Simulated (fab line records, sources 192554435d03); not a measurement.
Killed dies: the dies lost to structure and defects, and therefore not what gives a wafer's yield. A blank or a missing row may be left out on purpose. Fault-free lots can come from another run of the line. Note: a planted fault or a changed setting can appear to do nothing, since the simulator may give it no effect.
fab line records    flow n5_finfet
[record] lots = 4  wafers = 12  last_day = 17
route steps=1938 shown BEOL_M2@919 BEOL_M3@931 BEOL_M4@1111 PASSIVATION@1936
lots with no fault: from the same line, run without faults
start_h: hours from the record's opening day to when the first of the lot's shown wafers began    wait_h: time in hours since the lot's previous step    " identical to the entry in the row above    L1.1+2: several wafers, shown together as one row    - either no value or no given start    * or withheld: withheld    < > ~ a bound
route shown NAME@n: NAME is a module with steps in the file, n the number in the route of the first one    usual: mean and standard deviation over wafers with no fault    same: alike in all rows    chamber/n: place in a boat    sites: the reading at each site    _std_site: the values' standard deviation    _edge_site: mean of outer sites minus mean of inner sites    radius_mm: for every site, how far away it sits from the centre of the wafer    mask NAME#n: copy n    behind: the last tool/chamber to shape the wafer    hold: the reason the lot was held/the length of the hold in hours/how it ended    device: which transistor (n, p or np) failed to switch    end of line: tests of these same wafers at the route's end    for a step that has no rows: nothing shown but its recipe    killed: dies that structure and defects cost at the first sort, which is not the same as the wafer's yield    map: a wafer's dies, x killed, . not, _ none there
set.NAME: the setting as run; set.NAME@STEP: as run at that earlier step    model.NAME: the simulator's own value behind a step, which no gauge read
lots at selected steps of the route; one table per step, one row per wafer
services: when a tool's chamber went out of use (start_h, in hours from the record's first day, below 0 if earlier), for how many hours, and the reason
[[steps]]
[step N5_BEOL_M2_ANNEAL_95]
[recipe] temp_c = 400  time_s = 240  ambient = vacuum
[step N5_BEOL_M2_SPUTTER_96]
[recipe] material = Cu  target_thk_a = 45  temp_c = -20  chamber_pressure_pa = 0.07  power_w = withheld  time_s = 8.29
[step N5_BEOL_M2_ECD_50]
[recipe] material = Cu  target_thk_a = 3000
[step N5_BEOL_M2_ANNEAL_51]
[recipe] temp_c = 225  time_s = 90  ambient = N2
[step N5_BEOL_M2_CMP_52]
[recipe] stop_on = SiOC  t_overpolish_s = 6.8  down_force_psi = 1  platen_rpm = 50  clearing_platen_down_force_psi = 1.5  clearing_platen_rpm = 50  post_cmp_clean = cu_alkaline  target_thk_nm = 40  clearing_platen_pad_velocity_m_s = 0.99484  pad_velocity_m_s = 0.99484
[step N5_BEOL_M2_PRE_CLEAN_60]
[recipe] gas = NH3/H2  time_s = 15  temp_c = *  rf_power_w = 300
[step N5_BEOL_M2_CO_CAP_55]
[recipe] material = Co  target_thk_a = 20  temp_c = 200  precursor = CCTBA/H2  pressure_torr = 30  time_s = 102.1
[step N5_BEOL_M2_PRE_CLEAN_56]
[recipe] gas = NH3  time_s = 15  temp_c = withheld  rf_power_w = 300
[step N5_BEOL_M2_DEP_57]
[recipe] material = SiCN  target_thk_a = 80  temp_c = withheld  precursor = 3MS/NH3  pressure_torr = 3  rf_w = 202  time_s = 14
[step N5_BEOL_M3_ILD_DEP_00]
[recipe] material = SiOC  target_thk_a = 790  temp_c = 350  precursor = DEMS/O2  pressure_torr = 5  rf_w = 500  time_s = 15.3
[usual] heater_power_w = 489/81  showerhead_plenum_p_Torr = 5.697/0.019  throttle_valve_pct = 11.8/0.47
lot.wafer  tool      chamber  start_h  wait_h  heater_power_w  showerhead_plenum_p_Torr  throttle_valve_pct  model.SiOC_of_BEOL_M3_ILD_DEP_00.thk_nm
L491.1     pecvd-03  2        148.94   0.0     474             5.669                     11.0                79.2
L491.2     "         0        "        "       533             5.712                     11.5                79
L491.6     "         2        "        "       470             5.680                     11.3                80.2
L497.1     pecvd-03  2        195.95   0.0     429             5.662                     11.5                80
L497.3     "         0        "        "       504             5.731                     11.5                104.6
L497.5     "         0        "        "       518             5.718                     12.0                81
L501.1     pecvd-03  1        204.70   0.0     546             5.693                     12.7                80.2
L501.3     "         2        "        "       538             5.683                     11.5                104.8
L501.6     "         1        "        "       557             5.691                     12.7                81.4
L506.2     pecvd-04  2        261.97   0.0     439             5.699                     11.7                78.8
L506.4     "         0        "        "       364             5.725                     12.3                79.4
L506.6     "         1        "        "       428             5.706                     11.0                81.8
[step N5_BEOL_M3_THK_MEAS_01]
[recipe] reads = SiOC_of_BEOL_M3_ILD_DEP_00
[usual] M3_ILD_THK = 79.2/1.1
lot.wafer  tool           chamber  start_h  wait_h  M3_ILD_THK[nm]
L491.1     film_metro-02  -        149.01   0.0     79.2
L491.2     "              -        "        "       79.0
L491.6     "              -        "        "       80.2
L497.1     film_metro-02  -        196.01   0.0     79.9
L497.3     "              -        "        "       104.5
L497.5     "              -        "        "       81.0
L501.1     film_metro-02  -        204.77   0.0     80.2
L501.3     "              -        "        "       104.9
L501.6     "              -        "        "       81.4
L506.2     film_metro-02  -        262.04   0.1     78.7
L506.4     "              -        "        "       79.5
L506.6     "              -        "        "       81.8
[step N5_BEOL_M3_PECVD_72]
[recipe] material = SiO2  target_thk_a = 160  temp_c = 400  precursor = TEOS/O2  pressure_torr = 5.5  rf_w = 450  teos_flow_sccm = 53.8  gas = O2  flow_sccm = 3000  time_s = 18
[step N5_BEOL_M3_HM_DEP_02]
[recipe] material = TiN  target_thk_a = 200  temp_c = 25  chamber_pressure_pa = 0.49996
[step N5_BEOL_M3_COAT_61]
[recipe] resist = SOC  temp_c = 250  time_s = 60  spin_rpm = 1500  resist_thk_nm = 60
[step N5_BEOL_M3_COAT_62]
[recipe] resist = SiARC  temp_c = 220  time_s = 60  spin_rpm = 1500  resist_thk_nm = 12
[step N5_BEOL_M3_COAT_73]
[recipe] resist = underlayer  temp_c = 205  time_s = 60  spin_rpm = 1500  resist_thk_nm = 5
[step N5_BEOL_M3_COAT_05]
[recipe] resist = CAR-EUV  spin_rpm = 1500  resist_thk_nm = 30
[step N5_BEOL_M3_EBR_07]
[recipe] solvent = PGMEA  ebr_width_mm = 1.5
[step N5_BEOL_M3_SOFTBAKE_06]
[recipe] temp_c = 110  time_s = 60  resist = CAR-EUV
[step N5_BEOL_M3_EXPOSE_08]
[recipe] mask_id = M3  na = 0.33  source_shape = dipole  sigma_inner = 0.369  sigma_outer = 0.767  polarization = unpolarized  dose_mj = 33
[step N5_BEOL_M3_PEB_09]
[recipe] peb_temp_c = 100  peb_time_s = 60  resist = CAR-EUV
[step N5_BEOL_M3_DEVELOP_10]
[recipe] develop_time_s = 30  developer = TMAH  resist = CAR-EUV  rinse_liquid = surfactant_rinse  dry = air_spin  dev_temp_c = 23
[step N5_BEOL_M3_DESCUM_16]
[recipe] chemistry = O2  time_s = 7  source_power_w = 50  bias_power_w = 20  pressure_mtorr = 20  rf_frequency_hz = 2.712e+07  temp_c = 40  resist = CAR-EUV  o2_flow_sccm = 225
[step N5_BEOL_M3_ETCH_74]
[recipe] chemistry = N2/H2  target = underlayer  target_depth_a = 65  mask_material = CAR-EUV  time_s = 5.2  ion_energy_ev = 200  pressure_mtorr = 30  source_w = 840  bias_w = 150  n2_flow_sccm = 200  h2_flow_sccm = 200  ends = cleared
[step N5_BEOL_M3_ETCH_63]
[recipe] chemistry = CF4  target = SiARC  target_depth_a = 156  mask_material = CAR-EUV  time_s = 26  ion_energy_ev = 80  pressure_mtorr = 40  source_w = 545  bias_w = 36  Ar_flow_sccm = 100  cf4_flow_sccm = 100  ends = cleared
[step N5_BEOL_M3_ETCH_64]
[recipe] chemistry = N2/H2  target = SOC  target_depth_a = 750  overetch_a = 150  mask_material = SiARC  temp_c = 40  time_s = 112.5  ion_energy_ev = 200  pressure_mtorr = 30  source_w = 840  bias_w = 150  n2_flow_sccm = 200  h2_flow_sccm = 200
[step N5_BEOL_M3_STRIP_65]
[recipe] chemistry = N2/H2  temp_c = 40  n2_flow_sccm = 200  h2_flow_sccm = 200  rf_frequency_hz = 6e+07
[step N5_BEOL_M3_STRIP_75]
[recipe] chemistry = N2/H2  temp_c = 40  n2_flow_sccm = 200  h2_flow_sccm = 200  rf_frequency_hz = 6e+07
[step N5_BEOL_M3_STRIP_66]
[recipe] chemistry = CF4  resist = SiARC  power_w = 300  bias_power_w = 75  pressure_mtorr = 50  cf4_flow_sccm = 150  rf_frequency_hz = 6e+07
[step N5_BEOL_M3_HM_OPEN_17]
[recipe] chemistry = Cl2/BCl3  target_depth_a = 200  overetch_a = 60  target = TiN  mask_material = SOC  ion_energy_ev = 150  pressure_mtorr = 10  icp_w = 1000  bias_w = 126  Cl2_flow_sccm = 53.25  bcl3_flow_sccm = 21.75  Ar_flow_sccm = 25
[step N5_BEOL_M3_STRIP_19]
[recipe] chemistry = O2  power_w = 400  temp_c = 40  pressure_mtorr = 30  rf_frequency_hz = 6e+07  bias_power_w = 0  overash_fraction = 0.2  o2_flow_sccm = 225
[step N5_BEOL_M3_COAT_67]
[recipe] resist = SOC  temp_c = 250  time_s = 60  spin_rpm = 1500  resist_thk_nm = 60
[step N5_BEOL_M3_COAT_68]
[recipe] resist = SiARC  temp_c = 220  time_s = 60  spin_rpm = 1500  resist_thk_nm = 12
[step N5_BEOL_M3_COAT_76]
[recipe] resist = underlayer  temp_c = 205  time_s = 60  spin_rpm = 1500  resist_thk_nm = 5
[step N5_BEOL_M3_COAT_22]
[recipe] resist = CAR-EUV  spin_rpm = 1500  resist_thk_nm = 30
[step N5_BEOL_M3_CMP_52]
[recipe] stop_on = SiOC  t_overpolish_s = 6.8  down_force_psi = 1  platen_rpm = 50  clearing_platen_down_force_psi = 1.5  clearing_platen_rpm = 50  post_cmp_clean = cu_alkaline  target_thk_nm = 40  clearing_platen_pad_velocity_m_s = 0.99484  pad_velocity_m_s = 0.99484
[usual] edge_zone_pressure_frac = 1.000/0.0051  motor_current_A = 5.8/0.79  platen_rpm = 50.00/0.032
lot.wafer  tool    chamber  start_h  wait_h  edge_zone_pressure_frac  motor_current_A  platen_rpm  model.SiOC_of_BEOL_M3_ILD_DEP_00.thk_nm  model.Cu_of_BEOL_M3_ECD_50.thk_nm
L491.1     cmp-01  1        158.62   0.3     1.003                    6.0              50.00       76.2                                     40
L491.2     "       2        "        "       1.000                    6.3              50.00       76                                       41
L491.6     "       1        "        "       1.004                    6.2              50.01       77.2                                     41.8
L497.1     cmp-02  3        208.78   0.4     1.001                    5.0              49.97       77                                       43.6
L497.3     "       1        "        "       1.004                    5.7              50.00       101.6                                    65.6
L497.5     "       3        "        "       0.997                    5.1              50.03       78                                       43
L501.1     cmp-01  0        219.62   0.3     0.995                    7.1              49.98       77.2                                     40.4
L501.3     "       1        "        "       0.995                    5.9              50.00       101.8                                    65.6
L501.6     "       1        "        "       0.995                    5.8              49.97       78.4                                     42.4
L506.4     cmp-03  2        273.56   0.1     1.005                    5.4              50.02       76.4                                     40.2
L506.2     "       3        "        "       0.997                    6.2              50.02       75.8                                     39.2
L506.6     "       3        "        "       0.999                    6.5              49.95       78.8                                     41.8
[step N5_BEOL_M4_RC_MEAS_101]
[usual] CHAIN_V2 = 236/9  CHAIN_V2_max_site = 245/9.3  DIBL_N = 36.3/2  DIBL_P = 36.3/2.4  IOFF_N = 0.16/0.034  IOFF_P = 0.21/0.035  ION_N = 672/12  ION_P = 459/6.5  SS_N = 71.6/0.67  SS_P = 73.3/0.71  VT_N = 250/3.5  VT_P = -251/3
lot.wafer  tool       chamber  start_h  wait_h  CHAIN_V2[ohm/link]  CHAIN_V2_max_site[ohm/link]  DIBL_N[mV/V]  DIBL_P[mV/V]  IOFF_N[nA/um]  IOFF_P[nA/um]  ION_N[uA/um]  ION_P[uA/um]  SS_N[mV/dec]  SS_P[mV/dec]  VT_N[mV]  VT_P[mV]
L491.1     prober-01  0        170.75   0.0     232                 235                          36.0          36.4          0.15           0.22           663           464           71.3          73.3          252       -248
L491.2     "          0        "        "       236                 243                          38.0          38.6          0.20           0.26           674           460           71.9          73.5          246       -247
L491.6     "          0        "        "       236                 238                          36.7          37.0          0.16           0.22           662           457           72.2          73.6          251       -248
L497.1     prober-02  0        219.81   0.0     239                 244                          33.2          32.5          0.13           0.17           669           456           72.0          72.4          251       -255
L497.3     "          0        "        "       -                   -                            35.0          35.7          0.16           0.22           673           462           72.4          73.3          249       -247
L497.5     "          0        "        "       245                 251                          32.8          32.0          0.12           0.17           652           446           71.1          72.3          253       -250
L501.1     prober-01  0        255.59   0.0     234                 243                          36.2          38.1          0.17           0.23           669           455           72.1          73.3          249       -248
L501.3     "          0        "        "       -                   -                            37.3          39.0          0.19           0.25           680           465           72.2          73.6          248       -249
L501.6     "          0        "        "       236                 239                          34.6          35.8          0.13           0.19           659           456           71.1          71.8          254       -253
L506.2     prober-02  0        303.11   0.2     249                 261                          36.4          37.4          0.15           0.21           669           465           71.6          72.7          252       -247
L506.4     "          0        "        "       242                 252                          33.7          33.8          0.12           0.17           669           471           70.9          71.8          252       -251
L506.6     "          0        "        "       241                 254                          36.4          36.4          0.15           0.20           660           458           71.6          73.0          250       -249
// sites CHAIN_V2 radius_mm=0,75,75,75,75,140,140,140,140
L491.1 228 235 231 235 228 227 233 232 234
L497.1 231 241 244 238 234 239 234 239 239
L501.1 240 234 240 243 242 220 230 224 228
L506.2 254 249 254 261 257 237 241 240 240
[step N5_PASSIVATION_PROBE_49]
[usual] defect_limited_yield = 91.4/1.5  killed_at_M0_to_M3 = 33/11  killed_at_M4_up = 14/5.3  killed_at_contacts = 13/6.2  killed_at_front_end = 39/13  killed_at_other = 3.1/2.8  killed_dies = 102/17  killed_on_rim = 13/3.8  killed_open = 68/13  killed_short = 32/7.8  sort_bin_5_function = 5.1/0.95  sort_bin_6_memory = 3.2/0.7  sort_n_pass = 1078/18  sort_yield_pct = 91.3/1.5
[same] gross_dies = 1180  killed_at_back_side = 0  sort_bin_4_leakage[%] = 0  sort_bin_8_speed[%] = 0
lot.wafer  tool       chamber  start_h  wait_h  defect_limited_yield[%]  killed_at_M0_to_M3  killed_at_M4_up  killed_at_contacts  killed_at_front_end  killed_at_other  killed_dies  killed_on_rim  killed_open  killed_short  sort_bin_5_function[%]  sort_bin_6_memory[%]  sort_n_pass  sort_yield_pct[%]
L491.1     prober-01  -        282.04   0.0     93.1                     48                  7                8                   16                   2                81           12             54           27            4.5                     2.3                   1099         93.1
L491.2     prober-01  -        282.09   0.1     90.1                     50                  14               6                   43                   4                117          18             74           40            5.3                     4.2                   1063         90.1
L491.6     prober-01  -        282.29   0.3     89.5                     43                  17               5                   58                   1                124          19             89           31            5.9                     3.9                   1056         89.5
L497.3     prober-01  -        319.45   0.1     54.8                     462                 7                2                   60                   2                533          12             59           43            41.7                    3.2                   647          54.8
L501.3     prober-02  -        359.24   0.1     53.4                     453                 17               14                  61                   5                550          18             68           46            41.9                    3.8                   630          53.4
L506.2     prober-01  -        409.88   0.1     91.9                     33                  8                26                  23                   6                96           12             61           30            4.5                     3.0                   1084         91.9
L506.6     prober-01  -        410.08   0.3     93.3                     20                  16               10                  30                   3                79           10             50           27            4.1                     2.2                   1101         93.3
// killed by level:class
L491.1 BEOL_M0_SAQP:geometric_particle:open=12 BEOL_M0_SAQP:geometric_particle:short=10 MOL_CONTACT_COAG:geometric_particle:open=8 BEOL_M2:geometric_particle:open=7 BEOL_M1:geometric_particle:open=6 BEOL_M3:geometric_particle:short=4 FIN_SAQP:geometric_particle:open=3 STI_FIN_REVEAL:geometric_particle:open=3
L491.2 BEOL_M0_SAQP:geometric_particle:open=16 STI_FIN_REVEAL:geometric_particle:open=14 BEOL_M0_SAQP:geometric_particle:short=12 FIN_SAQP:geometric_particle:open=9 MOL_CONTACT_COAG:geometric_particle:open=6 BEOL_M1:geometric_particle:open=5 BEOL_M1:geometric_particle:short=4 BEOL_M2:geometric_particle:open=4
L491.6 STI_FIN_REVEAL:geometric_particle:open=21 BEOL_M2:geometric_particle:open=12 BEOL_M1:geometric_particle:open=10 FIN_SAQP:geometric_particle:open=9 STI_FIN_REVEAL:geometric_particle:short=8 DUMMY_GATE:geometric_particle:open=6 BEOL_M0_SAQP:geometric_particle:open=5 BEOL_M4:geometric_particle:open=4
L497.3 BEOL_M3:area_dep=430 FIN_SAQP:geometric_particle:short=18 FIN_SAQP:geometric_particle:open=17 BEOL_M0_SAQP:geometric_particle:short=12 STI_FIN_REVEAL:geometric_particle:open=11 BEOL_M0_SAQP:geometric_particle:open=9 GATE_CUT:geometric_particle:short=7 BEOL_M1:geometric_particle:open=4
L501.3 BEOL_M3:area_dep=429 FIN_SAQP:geometric_particle:short=20 MOL_CONTACT_COAG:geometric_particle:open=12 STI_FIN_REVEAL:geometric_particle:open=9 FIN_SAQP:geometric_particle:open=7 HKMG_FIN:area_etch=7 BEOL_M3:geometric_particle:open=6 BEOL_M2:geometric_particle:open=5
L506.2 MOL_CONTACT_COAG:geometric_particle:open=18 MOL_CONTACT_COAG:geometric_particle:short=8 BEOL_M2:geometric_particle:open=8 BEOL_M3:geometric_particle:open=7 BEOL_M0_SAQP:geometric_particle:open=7 BEOL_M0_SAQP:geometric_particle:short=5 FIN_SAQP:geometric_particle:open=4 MIM_TOP:geometric_particle:short=4
L506.6 MOL_CONTACT_COAG:geometric_particle:open=9 BEOL_M4:geometric_particle:open=8 STI_FIN_REVEAL:geometric_particle:short=4 STI_FIN_REVEAL:geometric_particle:open=4 FIN_SAQP:geometric_particle:open=3 MIM_TOP:geometric_particle:short=3 ILD0:geometric_particle:short=3 ILD0:geometric_particle:open=3
// map L497.3 (x killed, . not)
_________________............________________
______________.x....xx.........._____________
___________.....x...x.x............__________
__________.............x............_________
________..........x....x..x..........._______
_______............xxx.xxxxx.......x...______
______..........x...xxx.xxx......x......_____
_____...x.....xxxx.xxxxx.xx.x...x..x.....____
____....x......xxxxxxxxx...xxxx.x....x....___
___.xx.......xxxxxxxxxxxxxxxxxx.xx..xx.....__
___...x..xxxxxxxxxxxxxxxxxxxxxxxx.x........__
__x........xx.xxxxxxxxxxxxxxxxxxxx.........._
__....x...xxxxxxxxxxxxxxxxxxxxxxxx..x......._
_.......xx..xxxxxxxxxxxxxxxxxxxxxx....x......
_.........xxxx.xxxxxxxxxxxxxxxxxxxxxxx.......
_....x....xxxxxxxxxxxxxxxxxx.xxxxxxx.........
_........xxxxxxxx.xxxxxxxxxxxxxxxx..xx.......
_.......xx.xxxxxxxxxxxxxxxxxxxxxxxxxx........
_..xx....xxxxxxxxxxxxxxxxxxxxxxxxx.xx.x......
_...xx.....xxxxxxxxxxxxxxxxxxxxxxxxxxx.......
_.........xxxxxxxxxxxxxxxxxxxxxxxxxxxx.......
__.....x.xxx.xxxxxxxxxxxxxxxxxxxx.x.xx......_
__...xx..x..xxxxxxxxxxxxxxxxxxxxx..........._
___.x..x....xxxx.xxxxxxxxxxxxxxxxx........x__
___.........xxxxxxxxxxxxx.xxxxx..x......x.x__
____.........xx...xxxxxxxxx.xxxx..x.x.....___
_____x.....xx..x....xx.x.xx..x..xxx......____
______......x.x...x.xx.xx.xxxx.........._____
_______.................x...x.x...x....______
________.x.x......x..x............x..._______
__________.x.......xx.x...........x._________
___________..x.x...x........x...x..__________
______________..............x..._____________
_________________............________________
// map L501.3 (x killed, . not)
_________________......x.....________________
______________............x....x_____________
___________.....................x..__________
__________x........x..x............._________
________...xx.x..x....xx....x........._______
_______.....x.......x.xx..x..x..x....x.______
______.x..........xx.xx.xx......x......._____
_____x.......xx.xxxxxx.xxxx.x..x.........____
____.......x.x.xxxxx.xxxxxxxxxxxx..x..x.x.___
___.x..x.xxxx.xx.xxxxxxxxxxxxxx...x........__
___x......x.x.xxxxxxxxxxxxx.xxxx.xx......x.__
__.....x..xx.xxxxxxxxxxxxxxxxxxxxxx.x......._
__...x.x..x.xxxxxxxxxxxxxxxxxxxxxx.x...x...._
_.........xxxxxxxxxxxxxxxxxxxxxxxxxx.........
_.......xxxxxxxxxxxxxxxxxxxxxxxxxxxxxx.......
_...x.....xxxxxxxxxxxxxxxxxxxxxxxxxx..xx.....
_.......xxxxxxxxxxxxxxxxxxxxxxxxxxxx.x.......
_......x.xxxxxxxxxxxxxxxxxxxxxxxxxxx.xx......
_........xxxxxxxxxxxxxxxxxxxxxxxxxxx..x......
_.x.x.......xxxxxxxxxxxxxxxxxxxxxxx...x......
_..x..x.xxx..xxxxxxxxxxxxxxxxxxxxxxxx........
__..x...x....xxxxxxxxxxxxxxxxxxxxx.x........_
__.........xxxxx.xxxxxxxxxxxxxxxx.xx.x......_
___.......x..x.xxxxxxxxxxxxxxxxxx.x...x....__
___..x......x..xxxxxxxxxxxxxxxx.x..........__
____x.....x..x..xxxxxxxxxx..xx.x.x.......x___
_____.x....x..xx.xx...xx.xx.xxxxx........____
______.......x..xxxxxxxxx.............x._____
_______.............xxx.xx...x.........______
________......xx..xxxx..x......x......_______
__________.x.....xx...x............x_________
___________.............xx.........__________
______________.x.x........x....._____________
_________________............________________
[[services]]
tool      chamber  start_h  hours  kind
pecvd-03  1        125.33   9.7    repair
pecvd-03  2        134.90   2.1    scheduled_down
cmp-01    -        146.36   4.0    pm
cmp-03    -        147.29   3.1    repair
cmp-01    -        150.36   -      consumable_replace:conditioner
cmp-01    -        150.36   -      consumable_replace:pad
cmp-02    -        156.03   16.5   pm
pecvd-04  -        172.67   5.6    repair
cmp-01    -        173.90   7.2    repair
cmp-03    -        184.75   1.7    repair
cmp-01    -        187.32   1.9    repair
cmp-03    -        191.84   4.0    pm
cmp-02    -        203.16   2.4    repair
cmp-03    -        205.24   4.4    pm
cmp-01    -        213.33   1.3    repair
pecvd-03  0        222.15   4.3    repair
cmp-02    -        226.00   6.5    pm
cmp-01    -        243.11   5.2    pm
pecvd-03  -        250.63   0.8    pm
pecvd-04  2        265.94   2.1    scheduled_down
cmp-02    -        270.49   3.3    repair
[[key]]
[first_sign] step = N5_BEOL_M3_THK_MEAS_01  reading = M3_ILD_THK  direction = up  sigmas = 23  usual = 79.2  struck = 104.7
[effect] step = N5_BEOL_M4_RC_MEAS_101  reading = CHAIN_V2  direction = missing
[effect] step = N5_BEOL_M4_RC_MEAS_101  reading = CHAIN_V2_max_site  direction = missing
[effect] step = N5_PASSIVATION_PROBE_49  reading = killed_at_M0_to_M3  direction = up  sigmas = 39  usual = 33  struck = 458
[model_effect] step = N5_BEOL_M3_ILD_DEP_00  value = SiOC_of_BEOL_M3_ILD_DEP_00.thk_nm  without = 79.9  struck = 104.7
[model_effect] step = N5_BEOL_M3_CMP_52  value = SiOC_of_BEOL_M3_ILD_DEP_00.thk_nm  without = 76.9  struck = 101.7
[more_kills_born_at] N5_BEOL_M3_ILD_DEP_00@pecvd-03 = 859
met_at N5_BEOL_M3_ILD_DEP_00
struck_wafers L497.3,L501.3
onset_between 148.94 195.95
[fault] kind = process_parameter_drift  tool = pecvd-03  chamber = -  onset_h = 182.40  steps = N5_BEOL_M3_ILD_DEP_00  channel = time_s  offset = *  shape = step  end_h = 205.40  scope = struck_wafers_only  acts_in = *  stated = *
